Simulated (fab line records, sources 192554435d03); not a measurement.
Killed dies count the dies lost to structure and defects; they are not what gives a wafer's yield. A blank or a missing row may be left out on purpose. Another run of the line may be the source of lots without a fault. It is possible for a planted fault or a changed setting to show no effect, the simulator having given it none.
Matching of chambers	flow n5 finfet	4 sister chambers for N5_FIN_SAQP_STRIP_70 on rie diel-06
The step strips in N2/H2. 4 wafers are shown with their chamber, then 8 later ones without.

WAFERS WITH THEIR CHAMBER
wafer	chamber	drypump motor current A (A)
L094.1	2	5.4
L094.5	1	4.9
L094.6	0	6.2
L095.2	3	6.6

WAFERS WITH NO CHAMBER GIVEN
wafer	drypump motor current A (A)
L095.3	6.2
L095.4	4.9
L096.1	6.3
L096.2	6.6
L096.4	4.9
L097.2	5.4
L097.4	4.8
L097.5	5.5

EACH ONE'S CHAMBER
wafer	from the rows above	in truth
L095.3	0	0
L095.4	1	1
L096.1	0	0
L096.2	3	3
L096.4	1	1
L097.2	2	2
L097.4	1	1
L097.5	2	2
Placed correctly: 8 of 8. Can't be placed from these rows: 0. 0 placed wrongly.
How it was worked out, from the rows above alone: a wafer's distance from a chamber is the root of the sum, over the readings, of the square of ((its reading less the chamber's mean) divided by the reading's scatter). The wafer belongs to the nearest chamber; if the next one is less than 2 further off, it can't be placed. Each chamber's mean is taken over the wafers shown for it. The scatter (one wafer shown for each chamber): square how far every hidden wafer sits from the nearest shown wafer, average those squares and take the square root.
